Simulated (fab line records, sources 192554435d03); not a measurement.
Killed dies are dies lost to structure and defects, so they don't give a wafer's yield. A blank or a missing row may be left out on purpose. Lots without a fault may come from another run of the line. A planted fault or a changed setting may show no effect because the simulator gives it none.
One fault seen from 2 desks | flow n5_finfet | each desk has only its own numbers; what lay behind them comes last

THE METROLOGY DESK
What the gauges read, lot by lot, whatever tool the lot ran on: means of the sampled wafers that have a number. A lot is out of limits, marked OUT, if its mean lies more than 4 standard deviations from the usual mean; the brackets give that distance. Of its 10 readings 7 are shown: those that lie furthest out on some lot.
Columns: A = DIBL_N at N5_BEOL_M4_RC_MEAS_101, usual 36.1 mV/V; B = DIBL_P at N5_BEOL_M4_RC_MEAS_101, usual 36.1 mV/V; C = IOFF_N at N5_BEOL_M4_RC_MEAS_101, usual 0.154 nA/um; D = IOFF_P at N5_BEOL_M4_RC_MEAS_101, usual 0.201 nA/um; E = ION_P at N5_BEOL_M4_RC_MEAS_101, usual 462 uA/um; F = SS_N at N5_BEOL_M4_RC_MEAS_101, usual 71.5 mV/dec; G = VT_P at N5_BEOL_M4_RC_MEAS_101, usual -251.3 mV
lot  | first seen here | A    | B    | C     | D     | E   | F    | G
L722 | day 7 20:01     | 35.5 | 34.8 | 0.149 | 0.197 | 467 | 72.0 | -250.3
L725 | day 8 21:16     | 37.1 | 36.9 | 0.160 | 0.212 | 467 | 71.7 | -250.6
L730 | day 10 11:20    | 35.9 | 36.0 | 0.137 | 0.198 | 463 | 71.1 | -249.4
L732 | day 10 18:28    | 36.3 | 35.5 | 0.135 | 0.184 | 457 | 71.1 | -253.3
L735 | day 11 16:36    | 33.3 | 32.9 | 0.124 | 0.167 | 461 | 71.2 | -254.2
L740 | day 12 20:43    | 35.8 | 36.3 | 0.135 | 0.178 | 455 | 71.1 | -254.8
L744 | day 14 07:29    | 37.4 | 38.0 | 0.172 | 0.242 | 471 | 72.2 | -247.3
L745 | day 14 10:37    | 35.3 | 36.0 | 0.135 | 0.164 | 459 | 71.7 | -255.2
This desk's finding: nothing out of limits on any of the 8 lots.

THE TOOL OWNER'S DESK: rie_diel-02
The tool's own readings at N5_BEOL_M2_TRENCH_ETCH_37 (etches SiOC in C4F6/O2, target depth 55.555 nm, time 29.2 s): means of the sampled wafers that have a number, for each lot that ran on this tool. A lot is out of limits, marked OUT, if its mean lies more than 4 standard deviations from the usual mean; the brackets give that distance.
Columns: A = C4F6_flow_sccm at N5_BEOL_M2_TRENCH_ETCH_37, usual 9.996 sccm; B = bias_w at N5_BEOL_M2_TRENCH_ETCH_37, usual 185.0 W; C = drypump_motor_current_A at N5_BEOL_M2_TRENCH_ETCH_37, usual 5.7 A; D = oes_product_au at N5_BEOL_M2_TRENCH_ETCH_37, usual 0.82 a.u.; E = rf_vpp_V at N5_BEOL_M2_TRENCH_ETCH_37, usual 666 V; F = showerhead_plenum_p_Torr at N5_BEOL_M2_TRENCH_ETCH_37, usual 2.83 Torr; G = throttle_valve_pct at N5_BEOL_M2_TRENCH_ETCH_37, usual 20.75 %
lot  | first seen here | A      | B               | C   | D    | E              | F    | G
L722 | day 6 18:10     | 10.010 | 185.1           | 5.6 | 0.88 | 665            | 2.85 | 20.63
L725 | day 7 08:08     | 10.010 | 185.3           | 5.6 | 0.80 | 668            | 2.90 | 20.64
L740 | day 11 08:20    | 10.016 | 191.2 (+11) OUT | 5.4 | 0.72 | 685 (+4.7) OUT | 2.94 | 20.75
This desk's finding: out of limits on L740; first on L740, day 11 08:20 (bias_w at N5_BEOL_M2_TRENCH_ETCH_37). In limits: L722, L725.

PUT TOGETHER
The tool owner's desk could have raised an alarm at day 11 08:20, on L740.
The metrology desk saw nothing out of limits.
The metrology desk has L740 on record, within its limits.
Of the lots named, all ran N5_BEOL_M2_TRENCH_ETCH_37 on rie_diel-02.

WHAT THE SIMULATOR HAD PUT IN
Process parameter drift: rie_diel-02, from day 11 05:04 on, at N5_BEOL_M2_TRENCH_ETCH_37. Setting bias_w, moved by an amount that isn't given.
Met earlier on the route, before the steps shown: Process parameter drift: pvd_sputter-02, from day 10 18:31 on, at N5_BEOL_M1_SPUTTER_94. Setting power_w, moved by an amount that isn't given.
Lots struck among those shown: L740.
Hours from the fault's start to each desk's first reading out of limits: the tool owner's desk, 3.
